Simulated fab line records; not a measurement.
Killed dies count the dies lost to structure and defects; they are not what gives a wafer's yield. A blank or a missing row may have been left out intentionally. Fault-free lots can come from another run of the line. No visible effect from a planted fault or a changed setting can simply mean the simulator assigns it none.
Which tool is to blame? / flow n5 finfet / Sampling: 11 lots, 33 wafers, 4 of 1938 route steps

== WHAT EACH GAUGE READ, for each wafer ==
N5_BEOL_M3_THK_MEAS_53: measures by xrf.
lot=L876; measured=day 7 17:25; on=film metro-02; M3_THK (nm)=40.1 42.6 42.1
lot=L883; measured=day 10 00:42; on=film metro-02; M3_THK (nm)=39.7 41.9 40.4
lot=L884; measured=day 10 03:56; on=film metro-01; M3_THK (nm)=41.2 42.3 43.1
lot=L885; measured=day 10 06:02; on=film metro-01; M3_THK (nm)=38.6 41.9 42.4
lot=L886; measured=day 10 16:43; on=film metro-01; M3_THK (nm)=41.1 38.7 39.8
lot=L888; measured=day 10 22:59; on=film metro-02; M3_THK (nm)=43.1 44.5 41.1
lot=L890; measured=day 11 08:56; on=film metro-01; M3_THK (nm)=40.7 42.5 43.5
lot=L893; measured=day 12 06:48; on=film metro-02; M3_THK (nm)=42.9 43.1 43.1
lot=L894; measured=day 12 10:05; on=film metro-02; M3_THK (nm)=39.1 41.8 41.9
lot=L895; measured=day 12 16:23; on=film metro-01; M3_THK (nm)=39.9 39.5 40.1
lot=L898; measured=day 13 14:16; on=film metro-02; M3_THK (nm)=37.7 42.0 40.3

== TOOL THAT RAN EACH LOT (tool first, then ch and the chambers of the sampled wafers, then the start) ==
lot=L876; N5_BEOL_M3_ANNEAL_80=pvd sputter-02, day 7 15:05; N5_BEOL_M3_ANNEAL_89=pvd sputter-02, day 7 15:45; N5_BEOL_M3_ANNEAL_95=pvd sputter-02, day 7 16:25
lot=L883; N5_BEOL_M3_ANNEAL_80=pvd sputter-02, day 9 22:17; N5_BEOL_M3_ANNEAL_89=pvd sputter-02, day 9 22:57; N5_BEOL_M3_ANNEAL_95=pvd sputter-02, day 9 23:37
lot=L884; N5_BEOL_M3_ANNEAL_80=pvd sputter-01, day 10 01:41; N5_BEOL_M3_ANNEAL_89=pvd sputter-01, day 10 02:21; N5_BEOL_M3_ANNEAL_95=pvd sputter-01, day 10 03:01
lot=L885; N5_BEOL_M3_ANNEAL_80=pvd sputter-03, day 10 03:47; N5_BEOL_M3_ANNEAL_89=pvd sputter-03, day 10 04:27; N5_BEOL_M3_ANNEAL_95=pvd sputter-03, day 10 05:07
lot=L886; N5_BEOL_M3_ANNEAL_80=pvd sputter-03, day 10 14:28; N5_BEOL_M3_ANNEAL_89=pvd sputter-03, day 10 15:07; N5_BEOL_M3_ANNEAL_95=pvd sputter-03, day 10 15:47
lot=L888; N5_BEOL_M3_ANNEAL_80=pvd sputter-01, day 10 20:44; N5_BEOL_M3_ANNEAL_89=pvd sputter-01, day 10 21:24; N5_BEOL_M3_ANNEAL_95=pvd sputter-01, day 10 22:04
lot=L890; N5_BEOL_M3_ANNEAL_80=pvd sputter-03, day 11 06:41; N5_BEOL_M3_ANNEAL_89=pvd sputter-03, day 11 07:20; N5_BEOL_M3_ANNEAL_95=pvd sputter-03, day 11 08:00
lot=L893; N5_BEOL_M3_ANNEAL_80=pvd sputter-01, day 12 04:32; N5_BEOL_M3_ANNEAL_89=pvd sputter-01, day 12 05:11; N5_BEOL_M3_ANNEAL_95=pvd sputter-01, day 12 05:51
lot=L894; N5_BEOL_M3_ANNEAL_80=pvd sputter-02, day 12 07:50; N5_BEOL_M3_ANNEAL_89=pvd sputter-02, day 12 08:30; N5_BEOL_M3_ANNEAL_95=pvd sputter-02, day 12 09:10
lot=L895; N5_BEOL_M3_ANNEAL_80=pvd sputter-01, day 12 14:08; N5_BEOL_M3_ANNEAL_89=pvd sputter-01, day 12 14:48; N5_BEOL_M3_ANNEAL_95=pvd sputter-01, day 12 15:28
lot=L898; N5_BEOL_M3_ANNEAL_80=pvd sputter-01, day 13 12:01; N5_BEOL_M3_ANNEAL_89=pvd sputter-01, day 13 12:41; N5_BEOL_M3_ANNEAL_95=pvd sputter-01, day 13 13:20
- N5_BEOL_M3_ANNEAL_80: time 240 s.
- N5_BEOL_M3_ANNEAL_89: time 240 s.
- N5_BEOL_M3_ANNEAL_95: time 240 s.

== THE ANSWER, worked out from the rows above alone ==
Rule: the usual values come from the lots themselves. Put in order of their means at a reading, lots are off if they are a third of the lots or fewer, leave a main group of 4 or more, and stand apart from it by a gap of 3 or more times the standard deviation of the main group's means; of several such gaps the widest counts. A main group is skipped when, at the precision printed for the reading in the tables above, its means are all equal. Also off: a lot with no number at a reading for which 4 or more lots have one. Where the step has rows for the other lots, those lots are counted as sound.
Across all readings shown, no lot is off: no conclusion can be drawn from this.

== WHAT WAS PUT IN BY THE SIMULATOR ==
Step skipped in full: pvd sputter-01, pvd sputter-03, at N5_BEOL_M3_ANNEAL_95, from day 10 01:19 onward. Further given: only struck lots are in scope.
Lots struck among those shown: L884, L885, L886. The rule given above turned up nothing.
